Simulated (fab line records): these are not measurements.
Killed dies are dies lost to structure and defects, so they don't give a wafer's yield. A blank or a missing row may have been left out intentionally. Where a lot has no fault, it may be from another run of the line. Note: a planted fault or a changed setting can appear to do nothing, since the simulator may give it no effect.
fab line records    flow n5-finfet
[record] lots = 4  wafers = 12  last-day = 19
route steps=1938 shown BEOL_M10@1516 BEOL_M11@1536 PASSIVATION@1936
lots untouched by any fault: they come from a run of this same line in which no faults occurred
start-h: hours from the record's opening day to when the first of the lot's shown wafers began    wait-h: hours elapsed since this lot's preceding step    " same as the row above    L1.1+2: one row covering several wafers at once    - value missing, or start not given    * or withheld: withheld    < > ~ a bound
route shown NAME@n: a module of which the file shows steps, and the number in the route of the first    usual: average and standard deviation across the fault-free wafers    same: alike in all rows    chamber/n: place in a boat    sites: each site's reading    _std_site: their standard deviation    _edge_site: the outer-site mean with the inner-site mean subtracted    radius-mm: how far each site lies from the wafer's centre    mask NAME#n: copy n    behind: the last tool/chamber to shape the wafer    hold: why the lot went on hold/how many hours it stayed there/how the hold came to an end    device: names the non-switching transistor (n, p or np)    end of line: the tests these same wafers got at the end of their route    step lacking rows: just its recipe    killed: not the wafer's yield, but the dies lost to structure and defects at the first sort    map: a wafer's dies, x killed, . not, _ none there
set.NAME: setting as actually run; set.NAME@STEP: the setting as run at that earlier step    model.NAME: the simulator's own value behind a step, which no gauge read
lots seen at some steps along the route; tables by step, rows by wafer
services: when a tool's chamber went out of use (start-h, in hours from the record's first day, below 0 if earlier), for how many hours, and the reason
[[steps]]
[step N5_BEOL_M10_HM_STRIP_39]
[recipe] chemistry = peroxide-tin-strip  material = TiN  target-depth-a = 250  temp-c = 50  time-s = 158
[step N5_BEOL_M10_SRD_40]
[recipe] time-s = 30  temp-c = 23  rinse-liquid = diw  dry = ipa-marangoni
[step N5_BEOL_M10_PRECLEAN_42]
[recipe] chemistry = residue-remover  time-s = 60  temp-c = 40
[step N5_BEOL_M10_SRD_43]
[recipe] time-s = 30  temp-c = 23  rinse-liquid = diw  dry = ipa-marangoni
[step N5_BEOL_M10_CURE_72]
[recipe] temp-c = 370  time-s = 120  ambient = DMADMS/He  material = SiCOH_lowk
[step N5_BEOL_M10_DEGAS_44]
[recipe] ambient = vacuum  temp-c = 250  time-s = 60
[step N5_BEOL_M10_PRE_CLEAN_45]
[recipe] gas = H2/He  time-s = 30  temp-c = 250
[step N5_BEOL_M10_ALD_74]
[recipe] material = TaN  target-thk-a = 20  temp-c = 275  ald-precursor-family = PDMAT  ald-co-reactant = NH3  pressure-torr = 3  carrier-flow-sccm = 1500  pulse-time-s = 2  purge-time-s = 3  co-reactant-purge-time-s = 2  co-reactant-pulse-time-s = 3  ald-cycles = 40  precursor-vessel-temp-c = 75  precursor-vessel-pressure-torr = 26.25  precursor-vessel-carrier-sccm = 1000
[step N5_BEOL_M10_SURFACE_TREAT_76]
[recipe] gas = Ar  time-s = *  ion-energy-ev = *  ion-current-ma-cm2 = 0.5  pressure-mtorr = *  ar-flow-sccm = 30
[step N5_BEOL_M10_CVD_75]
[recipe] material = Co  target-thk-a = 20  temp-c = withheld  precursor = CCTBA/H2  pressure-torr = 30  time-s = 138.9
[step N5_BEOL_M10_SPUTTER_48]
[recipe] material = Cu  target-thk-a = 120  temp-c = -20  bias-v = 60  power-w = 26000  chamber-pressure-pa = 0.13  time-s = 2
[step N5_BEOL_M10_ECD_50]
[recipe] material = Cu  target-thk-a = 3180
lot.wafer   tool       chamber  start-h  wait-h
L866.2+4+5  ecd-cu-01  0        279.53   0.1
L868.1+2+4  ecd-cu-01  1,0,0    301.18   0.1
L872.1+3+4  ecd-cu-02  0,0,1    315.11   0.1
L883.1+2+6  ecd-cu-01  1,0,0    394.91   0.1
[step N5_BEOL_M10_ANNEAL_51]
[recipe] temp-c = 225  time-s = 90  ambient = N2
[step N5_BEOL_M10_CMP_52]
[recipe] stop-on = SiCOH_lowk  t-overpolish-s = 7  down-force-psi = 1  platen-rpm = 50  clearing-platen-down-force-psi = 1.5  clearing-platen-rpm = 50  post-cmp-clean = cu-alkaline  target-thk-nm = 140  clearing-platen-pad-velocity-m-s = 0.99484  pad-velocity-m-s = 0.99484
[step N5_BEOL_M10_PRE_CLEAN_55]
[recipe] gas = NH3  time-s = 15  temp-c = withheld  rf-power-w = 300
[step N5_BEOL_M10_DEP_56]
[recipe] material = SiCN  target-thk-a = 150  temp-c = withheld  precursor = 3MS/NH3  pressure-torr = 3  rf-w = 202  time-s = 26.5
[step N5_BEOL_M11_ILD_DEP_00]
[recipe] material = SiCOH_lowk  target-thk-a = 3085.1  temp-c = 300  precursor = DEMS/porogen  pressure-torr = 5  rf-w = 500  time-s = 58
[step N5_BEOL_M11_CURE_71]
[recipe] temp-c = 385  time-s = 240  ambient = He/Ar  material = SiCOH_lowk
[step N5_BEOL_M11_PECVD_70]
[recipe] material = SiO2  target-thk-a = 200  temp-c = 400  precursor = TEOS/O2  pressure-torr = 5.5  rf-w = 450  teos-flow-sccm = 53.8  gas = O2  flow-sccm = 3000  time-s = 22.7
[step N5_BEOL_M11_HM_DEP_02]
[recipe] material = TiN  target-thk-a = 200  temp-c = 25  chamber-pressure-pa = 0.49996
[step N5_BEOL_M11_COAT_59]
[recipe] resist = SOC  temp-c = 250  time-s = 60  spin-rpm = 1500  resist-thk-nm = 100
[step N5_BEOL_M11_COAT_60]
[recipe] resist = SiARC  temp-c = 220  time-s = 60  spin-rpm = 1500  resist-thk-nm = 30
[step N5_BEOL_M11_COAT_05]
[recipe] resist = CAR-ArF  spin-rpm = 1500  resist-thk-nm = 90
[step N5_BEOL_M11_EBR_07]
[recipe] solvent = PGMEA  ebr-width-mm = 1.5
[step N5_BEOL_M11_SOFTBAKE_06]
[recipe] temp-c = 110  time-s = 60  resist = CAR-ArF
[step N5_BEOL_M11_EXPOSE_08]
[recipe] mask-id = M11  na = 1.35  source-shape = dipole  sigma-inner = 0.411  sigma-outer = 0.611  polarization = te  dose-mj = 53.75
[step N5_BEOL_M11_PEB_09]
[recipe] peb-temp-c = withheld  peb-time-s = 60  resist = CAR-ArF
[step N5_BEOL_M11_DEVELOP_10]
[recipe] develop-time-s = 30  developer = TMAH  resist = CAR-ArF  rinse-liquid = diw  dry = air-spin  dev-temp-c = 23
[step N5_BEOL_M11_DESCUM_16]
[recipe] chemistry = O2  time-s = 7.9  source-power-w = 50  bias-power-w = 20  pressure-mtorr = 20  rf-frequency-hz = 2.712e+07  temp-c = 40  resist = CAR-ArF  o2-flow-sccm = 225
[step N5_BEOL_M11_ETCH_61]
[recipe] chemistry = CF4  target = SiARC  target-depth-a = 390  mask-material = CAR-ArF  time-s = 65  ion-energy-ev = 80  pressure-mtorr = 40  source-w = 545  bias-w = 36  Ar_flow_sccm = 100  cf4-flow-sccm = 100  ends = cleared
[step N5_BEOL_M11_ETCH_62]
[recipe] chemistry = N2/H2  target = SOC  target-depth-a = 1100  overetch-a = 220  mask-material = SiARC  temp-c = 40  time-s = 165  ion-energy-ev = 200  pressure-mtorr = 30  source-w = 840  bias-w = 150  n2-flow-sccm = 200  h2-flow-sccm = 200
[step N5_BEOL_M11_STRIP_68]
[recipe] chemistry = N2/H2  temp-c = 40  n2-flow-sccm = 200  h2-flow-sccm = 200  rf-frequency-hz = 6e+07
[step N5_BEOL_M11_STRIP_67]
[recipe] chemistry = CF4  resist = SiARC  power-w = 300  bias-power-w = 75  pressure-mtorr = 50  cf4-flow-sccm = 150  rf-frequency-hz = 6e+07
[step N5_BEOL_M11_HM_OPEN_17]
[recipe] chemistry = Cl2/BCl3  target-depth-a = 200  overetch-a = 60  target = TiN  mask-material = SOC  ion-energy-ev = 150  pressure-mtorr = 10  icp-w = 1000  bias-w = 126  Cl2_flow_sccm = 53.25  bcl3-flow-sccm = 21.75  Ar_flow_sccm = 25
[step N5_PASSIVATION_PROBE_49]
[usual] defect-limited-yield = 91.6/1.4  killed_at_M0_to_M3 = 35/10  killed_at_M4_up = 13/4.8  killed-at-contacts = 12/7.2  killed-at-front-end = 36/12  killed-at-other = 4/3.1  killed-dies = 100/17  killed-on-rim = 13/4.2  killed-open = 66/13  killed-short = 32/7.3  sort_bin_5_function = 5.0/0.94  sort_bin_6_memory = 3.1/0.67  sort-n-pass = 1080/17  sort-yield-pct = 91.6/1.4
[same] gross-dies = 1180  killed-at-back-side = 0  sort_bin_4_leakage[%] = 0  sort_bin_8_speed[%] = 0
lot.wafer  tool       chamber  start-h  wait-h  defect-limited-yield[%]  killed_at_M0_to_M3  killed_at_M4_up  killed-at-contacts  killed-at-front-end  killed-at-other  killed-dies  killed-on-rim  killed-open  killed-short  sort_bin_5_function[%]  sort_bin_6_memory[%]  sort-n-pass  sort-yield-pct[%]
L866.2     prober-02  -        342.26   0.1     62.6                     31                  367              13                  28                   2                441          57             61           20            23.1                    11.9                  739          62.6
L866.4     prober-02  -        342.36   0.2     64.4                     36                  344              4                   31                   5                420          58             54           27            21.5                    11.2                  760          64.4
L866.5     prober-02  -        342.41   0.2     65.0                     23                  356              4                   24                   6                413          50             41           19            22.3                    10.7                  767          65.0
L868.1     prober-02  -        371.37   0.0     64.1                     21                  355              16                  29                   3                424          56             60           21            21.6                    12.0                  756          64.1
L868.2     prober-02  -        371.42   0.1     62.8                     19                  358              7                   55                   0                439          58             62           31            24.2                    10.8                  741          62.8
L868.4     prober-02  -        371.52   0.2     61.6                     15                  373              7                   55                   3                453          56             58           33            22.5                    13.1                  727          61.6
// killed by level:class
L866.2 BEOL_M10:unspecified=358 BEOL_M3:geometric-particle:open=12 MOL_CONTACT_COAG:geometric-particle:open=11 BEOL_M1:geometric-particle:open=6 FIN_SAQP:geometric-particle:open=5 BEOL_M0_SAQP:geometric-particle:short=5 DUMMY_GATE:geometric-particle:open=4 GATE_CUT:geometric-particle:open=4
L866.4 BEOL_M10:unspecified=338 STI_FIN_REVEAL:geometric-particle:open=13 BEOL_M0_SAQP:geometric-particle:open=9 BEOL_M0_SAQP:geometric-particle:short=7 DUMMY_GATE:geometric-particle:open=5 BEOL_M1:geometric-particle:open=5 BEOL_M1:geometric-particle:short=5 BEOL_M2:geometric-particle:open=4
L866.5 BEOL_M10:unspecified=350 BEOL_M3:geometric-particle:open=12 STI_FIN_REVEAL:geometric-particle:open=5 MOL_CONTACT_COAG:geometric-particle:open=4 STARTING-WAFER:geometric-particle:short=4 GATE_CUT:geometric-particle:open=3 BEOL_M0_SAQP:geometric-particle:short=3 MIM_TOP_ETCH:geometric-particle:short=3
L868.1 BEOL_M10:unspecified=343 MOL_CONTACT_COAG:geometric-particle:open=13 STI_FIN_REVEAL:geometric-particle:open=9 BEOL_M2:geometric-particle:open=9 BEOL_M4:geometric-particle:open=8 FIN_SAQP:geometric-particle:open=5 STI_FIN_REVEAL:geometric-particle:short=4 ILD0:geometric-particle:open=3
L868.2 BEOL_M10:unspecified=345 STI_FIN_REVEAL:geometric-particle:open=21 FIN_SAQP:geometric-particle:open=6 BEOL_M0_SAQP:geometric-particle:open=6 STI_FIN_REVEAL:geometric-particle:short=5 BEOL_M4:geometric-particle:open=5 MOL_CONTACT_COAG:geometric-particle:open=4 BEOL_M0_SAQP:geometric-particle:short=4
L868.4 BEOL_M10:unspecified=362 STI_FIN_REVEAL:geometric-particle:open=12 FIN_SAQP:geometric-particle:short=11 DUMMY_GATE:geometric-particle:open=7 MOL_CONTACT_COAG:geometric-particle:open=7 FIN_SAQP:geometric-particle:open=6 BEOL_M1:geometric-particle:open=6 BEOL_M4:geometric-particle:open=5
// map L866.2 (x killed, . not)
_________________.....xx.x.xx________________
______________xx..x...x....xx.x._____________
___________.x..x........x..x.xx....__________
__________x....xx.x.x......x...x...._________
________x...x.x..x..x.....x...xx..xx.x_______
_______..xx..xxx....x.x.x.x..x..x.x.x.x______
______.....x........x....x....xx....x..._____
_____.xx..x.xxx.x.xxxxxx....xx.....x...xx____
____....x...xxx.x..x...xx..x...x...xxxxx.x___
___.x.x.xxx.x.....x.xxx.x....xxxxxxx..x.x..__
___x.x...x.......x..........x.x.xxxx.......__
__x......x..x.xx.x.x...xxxx..x.x....xxxxx.x._
__x.x...xxxxx..x......x..............xxx..x._
_x.x....x.x.x.....x..xx.x.xxx...x...x...x.xx.
_xxxx.....xx.......xxxxx.xx.....x.x...xxxx.x.
_.....xxx.....x..x....x.x.....x..xxxx.x.x...x
_..x..x.x.xx..x...xx.x........x.x.......xx...
_x.....x...xx.x.xxxx......x.x.......x.xx....x
_x.xx.......x..x...x.x....xx...x.x....x...xx.
_xxxx.x..x.x.xxx......x.x.....xxx.x..xxx.xx..
_..xxxxx.xx..xxxx..xx.x.x.x.xx.x.x.x.xx.x..x.
__.....xxx.xx.x...x..x.xx..x...x...x..x..x.._
__.x.xx.xx.xx.....x.....xxxx..x.x....x..xxxx_
___....x..xx....xx......x.x.xx......xx.x.x.__
___x...x.x..x..x...xx...x.x.x.x..xxx.......__
____..x.x...x..x....x....x..xx.x.....xx.x.___
_____xx.x.....xxx..x.xx.x.x...x.....x....____
______xxxx....x......x...............x.x_____
_______..xx....x...x........xxx.xx...x.______
________x...x.x....xx...xx..x.xx...x.x_______
__________.x..xxx.xxxx..x.x....x.xx._________
___________.x.......xxx..x.x.xx..xx__________
______________..x.x.x.x.x.x....._____________
_________________.....xx.xx..________________
// map L868.4 (x killed, . not)
_________________.xx.x.....xx________________
______________x...xxx.x......x.._____________
___________.xx..xx..x.....xx.xxxx..__________
__________x..........x.....x...x.xxx_________
________.xx...x..x.........xx.x.xx.x.x_______
_______....xx.x..xxx.xxx...xx..x.....xx______
______.x.....x..xx...xxx.xxxx...x.....xx_____
_____....x.....xx.xxxx......x....xx....x.____
____....x...x...x..xx.x..x.xxxxx...x.x....___
___.......xxxx..xxx.xx..........x.....x..x.__
___..x.x....xxx.....x....x.x..x.xxx..xx...x__
__.x.xxx....x...x.x.xxxx.x.xx.xx.x.......x.._
__...xx..xxx...x.....x..xx......x..xxx...xx._
_....x.xxx..xxx.xx.xxxx.xx.x...x.xx.xx.x...xx
_xxx.x.x..xx.xxx......xx..x....x....xx..xx.x.
_xx.x.....x.xx...x.x.xxx.xx...x.xx....xx.x..x
_......xx...x.xxxx..x...x..x........xx.x.xxxx
_.x....xxxx..xx.x.x..xx..x..x..x.x.x.xxx...x.
_.x..x.x.x..x..x..x..x........x.......x......
_xx..x...x...x.xxxx.x.xx..xxx.......x..xx..x.
_...x..x..x......x.x.x..xx.x...x.xxx..xx.....
__...x.x.x..xx....x......xx.xx..x..x.x...x.._
__.xx.xx.x..xxx.xxxx...x...x..xx.xx..xx..xx._
___x....x.x..x..x..x...x..xx....x.xx...xx..__
___......xxx..x.x..x..x..xx.x...x..x..x..x.__
____...xx.x.xx.x..xxx.x..x...x..x..x..x...___
_____...x.xx.x.x.xx......x.x..x....x..x..____
______..x...x...x.xxxx...x..x..x....xx.x_____
_______..xx.x.x..xxx.xx........xx.x....______
________.xx..x......xx.xx...x.......x._______
__________x....x.x.x....xx.x.x..xx.x_________
___________..xxx.x.xxx...x.x...x.xx__________
______________...x.........xxx.._____________
_________________....xxx....x________________
[[services]]
tool       chamber  start-h  hours  kind
ecd-cu-02  -        281.33   5.5    pm
[[key]]
[first-sign] step = N5_PASSIVATION_PROBE_49  reading = killed_at_M4_up  direction = up  sigmas = 73  usual = 13  struck = 359
[effect] step = N5_PASSIVATION_PROBE_49  reading = defect-limited-yield  direction = down  sigmas = 20  usual = 91.6  struck = 63.4
[more-kills-born-at] N5_BEOL_M10_ECD_50@ecd-cu-01 = 2096
met-at N5_BEOL_M10_ECD_50
struck-wafers L866.2,L866.4,L866.5,L868.1,L868.2,L868.4
[fault] kind = chamber-particle-source  tool = ecd-cu-01  chamber = -  onset-h = 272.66  steps = N5_BEOL_M10_ECD_50  rate-per-visit-cm2 = 0.69457  end-h = 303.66
